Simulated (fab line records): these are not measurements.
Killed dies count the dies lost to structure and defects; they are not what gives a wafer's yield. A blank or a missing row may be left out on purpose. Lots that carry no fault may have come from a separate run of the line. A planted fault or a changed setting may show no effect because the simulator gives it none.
fab line records ; flow nandHarc ; part 2 of 2: steps 42 to 42 of 42
record: lots: 6; wafers: 18; lastDay: 33
route steps=1302 shown A_BLC@1118 A_M0@1137 END@1302
lots with no fault: from the same line, run without faults
startH: start of the lot's first displayed wafer, in hours after the record's first day ; waitH: how many hours have passed since the lot's step before this one ; " the same as in the row above ; L1.1+2: a single row standing in for several wafers ; - either no value or no given start ; * or withheld: withheld ; < > ~ a bound
route shown NAME@n: names a module that has steps shown in the file, with the first one's number in the route ; usual: the fault-free wafers' mean and standard deviation ; same: alike in all rows ; chamber/n: place in a boat ; sites: per-site readings ; _std_site: how widely they spread, as a standard deviation ; _edge_site: inner sites' mean taken away from outer sites' mean ; radiusMm: how far each site lies from the wafer's centre ; mask NAME#n: copy n ; behind: the tool/chamber that last shaped the wafer ; hold: why the lot went on hold/how many hours it stayed there/how the hold came to an end ; device: the transistor (n, p or np) that didn't switch ; end of line: the route-end tests of the same wafers ; for a step that has no rows: nothing shown but its recipe ; killed: dies that structure and defects cost at the first sort, which is not the same as the wafer's yield ; map: shows each die of a wafer: x if killed, . if not, _ if none is there
set.NAME: the setting the step ran with; set.NAME@STEP: the setting that earlier step ran with ; model.NAME: the simulator's own value behind a step, which no gauge read
a table for each step, a row for each wafer; lots at some steps of the route
services: from which hour (startH, from the record's first day; less than 0 if before it) a tool's chamber was out of use, for how many hours, and why
== steps ==
step: NHARC_END_SORT_01
recipe: tempC: 25
usual: killedAtArray: 53/19; killedAtOther: 0.7/1.1; killedAtPeriphery: 4.2/2.7; killedDies: 58/18; killedOpen: 3.1/1.9; killedShort: 2.5/1.6
same: grossDies: 677
lot.wafer;tool;chamber;startH;waitH;hold;killedAtArray;killedAtOther;killedAtPeriphery;killedDies;killedOpen;killedShort
L368.1;prober-01;0;587.03;2.5;-;19;0;13;32;6;3
L368.4;prober-01;0;589.43;3.4;-;24;0;11;35;6;0
L368.5;prober-01;0;590.23;3.7;-;25;1;6;32;7;1
L379.2;prober-02;0;692.13;2.8;-;30;1;2;33;0;1
L379.3;prober-02;0;692.93;3.1;-;40;1;1;42;3;3
L379.6;prober-02;0;695.31;4.0;-;38;0;2;40;3;2
L378.1;prober-01;0;699.35;2.5;-;47;0;4;51;5;3
L378.2;prober-01;0;700.15;2.8;-;46;2;3;51;3;2
L378.4;prober-01;0;701.76;3.4;-;43;0;5;48;4;2
L384.3;prober-01;0;744.48;3.1;awaitDispo/6.8h/release;42;0;1;43;4;2
L384.5;prober-01;0;746.09;3.7;awaitDispo/6.8h/release;677;0;0;677;3;3
L384.6;prober-01;0;746.89;4.0;awaitDispo/6.8h/release;33;0;0;33;2;1
L383.1;prober-01;0;752.09;2.5;awaitDispo/1.4h/release;61;0;1;62;0;4
L383.3;prober-01;0;753.70;3.1;awaitDispo/1.4h/release;671;0;6;677;1;5
L383.4;prober-01;0;754.51;3.4;awaitDispo/1.4h/release;61;0;3;64;2;4
killed by level:class
L368.1 P_GATE:chamberFilmFlake=9 A_CHANNEL_HOLE_D2:chamberFilmFlake=4 A_CONTACT:chamberFilmFlake=3 A_CHANNEL_HOLE_D1:chamberFilmFlake=2 A_WL_FILL:chamberFilmFlake=2 P_CONTACT:geometricParticle:open=1 P_CONTACT:geometricParticle:short=1 P_M2:geometricParticle:open=1
L368.4 A_CHANNEL_HOLE_D2:chamberFilmFlake=11 P_GATE:chamberFilmFlake=8 A_CONTACT:chamberFilmFlake=3 A_CHANNEL_FILL_D2:geometricParticle:open=2 A_CHANNEL_HOLE_D1:chamberFilmFlake=2 A_STAIRCASE:chamberFilmFlake=2 A_WL_FILL:chamberFilmFlake=2 P_M0:geometricParticle:open=1
L368.5 A_CHANNEL_HOLE_D2:chamberFilmFlake=7 A_CONTACT:chamberFilmFlake=6 A_STAIRCASE:chamberFilmFlake=5 P_GATE:chamberFilmFlake=3 A_WL_FILL:chamberFilmFlake=2 P_GATE:geometricParticle:open=1 P_CONTACT:geometricParticle:open=1 P_M0:geometricParticle:open=1
L379.2 A_CHANNEL_HOLE_D1:chamberFilmFlake=19 A_CONTACT:chamberFilmFlake=3 A_ZERO_WELL:chamberFilmFlake=2 A_DECK1_JOINT:chamberFilmFlake=2 A_SGD_CUT:chamberFilmFlake=2 P_M1:geometricParticle:short=1 P_M2:chamberFilmFlake=1 A_STAIRCASE:chamberFilmFlake=1
L379.3 A_CHANNEL_HOLE_D1:chamberFilmFlake=20 A_SLIT:chamberFilmFlake=4 A_STAIRCASE:chamberFilmFlake=3 A_WL_FILL:chamberFilmFlake=3 A_CONTACT:chamberFilmFlake=3 P_M0:geometricParticle:short=1 A_SOURCE_PLATE:geometricParticle:short=1 A_SOURCE_PLATE:geometricParticle:open=1
L379.6 A_CHANNEL_HOLE_D1:chamberFilmFlake=18 A_SLIT:chamberFilmFlake=4 A_CONTACT:chamberFilmFlake=4 A_STAIRCASE:chamberFilmFlake=3 A_ZERO_WELL:chamberFilmFlake=2 P_M0:geometricParticle:short=1 A_CHANNEL_HOLE_D1:geometricParticle:short=1 A_CHANNEL_FILL_D2:geometricParticle:open=1
L378.1 A_CHANNEL_HOLE_D2:chamberFilmFlake=24 A_CHANNEL_HOLE_D1:chamberFilmFlake=6 A_SLIT:chamberFilmFlake=3 A_WL_FILL:geometricParticle:short=2 A_DECK1_JOINT:chamberFilmFlake=2 A_CONTACT:chamberFilmFlake=2 P_CONTACT:geometricParticle:short=1 P_CONTACT:geometricParticle:open=1
L378.2 A_CHANNEL_HOLE_D2:chamberFilmFlake=18 A_CHANNEL_HOLE_D1:chamberFilmFlake=12 A_CONTACT:chamberFilmFlake=3 A_M0:chamberFilmFlake=3 A_ZERO_WELL:chamberFilmFlake=2 A_DECK1_JOINT:chamberFilmFlake=2 A_SLIT:chamberFilmFlake=2 THIN_TSV:chamberFilmFlake=2
L378.4 A_CHANNEL_HOLE_D2:chamberFilmFlake=13 A_CHANNEL_HOLE_D1:chamberFilmFlake=10 A_ZERO_WELL:chamberFilmFlake=6 A_CONTACT:chamberFilmFlake=3 P_M0:geometricParticle:open=2 P_STI:chamberFilmFlake=2 A_STAIRCASE:chamberFilmFlake=2 A_SLIT:chamberFilmFlake=2
L384.3 A_CHANNEL_HOLE_D1:chamberFilmFlake=16 A_STAIRCASE:chamberFilmFlake=4 A_SLIT:chamberFilmFlake=4 A_CONTACT:chamberFilmFlake=4 A_SGD_CUT:chamberFilmFlake=3 A_WL_FILL:chamberFilmFlake=3 P_GATE:geometricParticle:open=1 A_DECK1_JOINT:geometricParticle:open=1
L384.5 A_BLC:areaPvd=620 A_CHANNEL_HOLE_D1:chamberFilmFlake=33 A_CONTACT:chamberFilmFlake=5 A_SLIT:chamberFilmFlake=4 A_WL_FILL:chamberFilmFlake=4 A_STAIRCASE:chamberFilmFlake=2 A_SGD_CUT:chamberFilmFlake=2 A_ONON_D1:geometricParticle:open=1
L384.6 A_CHANNEL_HOLE_D1:chamberFilmFlake=15 A_CONTACT:chamberFilmFlake=5 A_SGD_CUT:chamberFilmFlake=3 A_WL_FILL:chamberFilmFlake=3 A_DECK1_JOINT:geometricParticle:short=1 A_WL_FILL:geometricParticle:open=1 A_M0:geometricParticle:open=1 A_SLIT:chamberFilmFlake=1
L383.1 A_SLIT:chamberFilmFlake=19 A_CHANNEL_HOLE_D1:chamberFilmFlake=18 A_CHANNEL_HOLE_D2:chamberFilmFlake=11 A_CONTACT:chamberFilmFlake=5 A_STAIRCASE:chamberFilmFlake=4 A_CHANNEL_HOLE_D2:geometricParticle:short=2 A_CHANNEL_FILL_D2:geometricParticle:short=1 A_WL_FILL:geometricParticle:short=1
L383.3 A_BLC:areaPvd=573 A_SLIT:chamberFilmFlake=33 A_CHANNEL_HOLE_D1:chamberFilmFlake=32 A_CHANNEL_HOLE_D2:chamberFilmFlake=21 A_CONTACT:chamberFilmFlake=5 P_STI:chamberFilmFlake=3 A_CHANNEL_HOLE_D1:geometricParticle:short=2 P_ZERO_WELL:chamberFilmFlake=2
L383.4 A_CHANNEL_HOLE_D1:chamberFilmFlake=19 A_SLIT:chamberFilmFlake=19 A_CHANNEL_HOLE_D2:chamberFilmFlake=11 A_CONTACT:chamberFilmFlake=5 A_WL_FILL:geometricParticle:short=2 P_STI:chamberFilmFlake=2 A_ONON_D1:geometricParticle:short=1 A_DECK1_JOINT:geometricParticle:short=1
map L383.3 (x killed, . not)
____________x____________
_________xxxxxxx_________
_______xxxxxxxxxxx_______
______xxxxxxxxxxxxx______
_____xxxxxxxxxxxxxxx_____
____xxxxxxxxxxxxxxxxx____
____xxxxxxxxxxxxxxxxx____
___xxxxxxxxxxxxxxxxxxx___
___xxxxxxxxxxxxxxxxxxx___
__xxxxxxxxxxxxxxxxxxxxx__
__xxxxxxxxxxxxxxxxxxxxx__
_xxxxxxxxxxxxxxxxxxxxxxx_
_xxxxxxxxxxxxxxxxxxxxxxx_
_xxxxxxxxxxxxxxxxxxxxxxx_
_xxxxxxxxxxxxxxxxxxxxxxx_
_xxxxxxxxxxxxxxxxxxxxxxx_
xxxxxxxxxxxxxxxxxxxxxxxxx
xxxxxxxxxxxxxxxxxxxxxxxxx
xxxxxxxxxxxxxxxxxxxxxxxxx
xxxxxxxxxxxxxxxxxxxxxxxxx
xxxxxxxxxxxxxxxxxxxxxxxxx
_xxxxxxxxxxxxxxxxxxxxxxx_
_xxxxxxxxxxxxxxxxxxxxxxx_
_xxxxxxxxxxxxxxxxxxxxxxx_
_xxxxxxxxxxxxxxxxxxxxxxx_
_xxxxxxxxxxxxxxxxxxxxxxx_
__xxxxxxxxxxxxxxxxxxxxx__
__xxxxxxxxxxxxxxxxxxxxx__
___xxxxxxxxxxxxxxxxxxx___
___xxxxxxxxxxxxxxxxxxx___
____xxxxxxxxxxxxxxxxx____
____xxxxxxxxxxxxxxxxx____
_____xxxxxxxxxxxxxxx_____
______xxxxxxxxxxxxx______
_______xxxxxxxxxxx_______
_________xxxxxxx_________
____________x____________
map L384.5 (x killed, . not)
____________x____________
_________xxxxxxx_________
_______xxxxxxxxxxx_______
______xxxxxxxxxxxxx______
_____xxxxxxxxxxxxxxx_____
____xxxxxxxxxxxxxxxxx____
____xxxxxxxxxxxxxxxxx____
___xxxxxxxxxxxxxxxxxxx___
___xxxxxxxxxxxxxxxxxxx___
__xxxxxxxxxxxxxxxxxxxxx__
__xxxxxxxxxxxxxxxxxxxxx__
_xxxxxxxxxxxxxxxxxxxxxxx_
_xxxxxxxxxxxxxxxxxxxxxxx_
_xxxxxxxxxxxxxxxxxxxxxxx_
_xxxxxxxxxxxxxxxxxxxxxxx_
_xxxxxxxxxxxxxxxxxxxxxxx_
xxxxxxxxxxxxxxxxxxxxxxxxx
xxxxxxxxxxxxxxxxxxxxxxxxx
xxxxxxxxxxxxxxxxxxxxxxxxx
xxxxxxxxxxxxxxxxxxxxxxxxx
xxxxxxxxxxxxxxxxxxxxxxxxx
_xxxxxxxxxxxxxxxxxxxxxxx_
_xxxxxxxxxxxxxxxxxxxxxxx_
_xxxxxxxxxxxxxxxxxxxxxxx_
_xxxxxxxxxxxxxxxxxxxxxxx_
_xxxxxxxxxxxxxxxxxxxxxxx_
__xxxxxxxxxxxxxxxxxxxxx__
__xxxxxxxxxxxxxxxxxxxxx__
___xxxxxxxxxxxxxxxxxxx___
___xxxxxxxxxxxxxxxxxxx___
____xxxxxxxxxxxxxxxxx____
____xxxxxxxxxxxxxxxxx____
_____xxxxxxxxxxxxxxx_____
______xxxxxxxxxxxxx______
_______xxxxxxxxxxx_______
_________xxxxxxx_________
____________x____________
== services ==
tool;chamber;startH;hours;kind
pvdSputter-01;-;508.81;5.3;repair
rieDiel-03;3;512.88;5.3;repair
rieDiel-03;2;517.92;5.9;repair
rieDiel-13;-;519.01;9.0;pm
aldMetal-02;0;535.66;24.4;repair
pvdSputter-01;-;549.71;0.5;repair
rieDiel-03;2;552.83;8.7;repair
aldMetal-03;-;568.00;10.0;pm
rieDiel-02;-;570.75;9.0;pm
pvdSputter-01;-;582.00;10.0;pm
aldMetal-03;0;595.72;22.7;repair
aldMetal-02;0;596.80;13.7;repair
aldMetal-02;-;610.00;10.0;pm
rieDiel-02;3;612.13;7.0;repair
rieDiel-03;3;612.93;2.5;repair
rieDiel-07;1;635.08;4.8;repair
rieDiel-03;-;635.30;9.0;pm
pvdSputter-02;-;638.06;10.0;pm
rieDiel-07;1;643.94;14.1;repair
rieDiel-07;-;648.58;9.0;pm
rieDiel-03;1;694.71;9.9;repair
rieDiel-07;2;711.32;13.3;repair
rieDiel-07;-;746.60;0.2;repair
rieDiel-02;-;747.75;9.0;pm
== key ==
firstSign: step: NHARC_END_SORT_01; reading: killedDies; direction: up; sigmas: 34; usual: 58; struck: 677
effect: step: NHARC_END_SORT_01; reading: killedAtArray; direction: up; sigmas: 34; usual: 53; struck: 674
moreKillsBornAt: NHARC_A_BLC_PVD_32@pvdSputter-02: 1193
metAt NHARC_A_BLC_PVD_32
struckWafers L383.3,L384.5
laterRowsLeftOut L383.3,L384.5
testerLeftOut L383,L384
fault: kind: processParameterDrift; tool: pvdSputter-02; chamber: -; onsetH: 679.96; steps: NHARC_A_BLC_PVD_32; channel: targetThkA; offset: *; shape: step; endH: 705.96; actsIn: *; stated: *; scope: struckWafersOnly
testerLeftOut: of these lots the tester's yield and bins aren't shown, on N5 and GAA mostly nor the transistor test; their killed dies are dies lost to structure and defects alone, not to doping, threshold or leakage, so they don't give the yield
laterRowsLeftOut: the simulator's readings of these wafers behind a module that went badly wrong aren't trusted and aren't shown, but for the sort
